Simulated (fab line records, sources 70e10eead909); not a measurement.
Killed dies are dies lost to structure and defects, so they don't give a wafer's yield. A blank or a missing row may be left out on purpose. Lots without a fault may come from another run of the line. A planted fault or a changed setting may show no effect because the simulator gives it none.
Chamber matching | flow nand_harc | NHARC_A_BLC_STRIP_29 on rie_diel-09: 4 sister chambers
The step strips in CF4. 8 wafers are shown with their chamber, then 9 later ones without.

WAFERS WITH THEIR CHAMBER
wafer  | chamber | drypump_motor_current_A (A) | oes_product_au (a.u.)
L087.3 | 0       | 5.4                         | 0.993
L088.1 | 1       | 6.3                         | 0.995
L088.5 | 3       | 5.8                         | 1.002
L090.2 | 1       | 6.3                         | 1.002
L090.6 | 2       | 5.5                         | 1.016
L092.4 | 2       | 5.6                         | 1.016
L092.5 | 0       | 5.4                         | 0.996
L092.6 | 3       | 5.8                         | 1.006

WAFERS WITHOUT THEIR CHAMBER
wafer  | drypump_motor_current_A (A) | oes_product_au (a.u.)
L094.1 | 5.8                         | 1.001
L094.2 | 5.5                         | 1.011
L094.3 | 5.4                         | 0.995
L095.2 | 5.5                         | 1.019
L095.4 | 6.3                         | 1.007
L095.6 | 5.6                         | 1.009
L097.2 | 5.8                         | 1.009
L097.3 | 5.4                         | 0.994
L097.6 | 5.5                         | 1.012

WHICH CHAMBER EACH WENT THROUGH
wafer  | from the rows above | in truth
L094.1 | 3                   | 3
L094.2 | 2                   | 2
L094.3 | 0                   | 0
L095.2 | 2                   | 2
L095.4 | 1                   | 1
L095.6 | 2                   | 2
L097.2 | 3                   | 3
L097.3 | 0                   | 0
L097.6 | 2                   | 2
Placed correctly: 9 of 9. Can't be placed from these rows: 0. Placed wrongly: 0.
How it was worked out, from the rows above alone: a wafer's distance from a chamber is the root of the sum, over the readings, of the square of ((its reading less the chamber's mean) divided by the reading's scatter). The wafer belongs to the nearest chamber; if the next one is less than 2 further off, it can't be placed. A chamber's mean is the mean of its shown wafers. The scatter: the root of (the sum of the squares of (reading less its chamber's mean) over the shown wafers, divided by (wafers less chambers)).
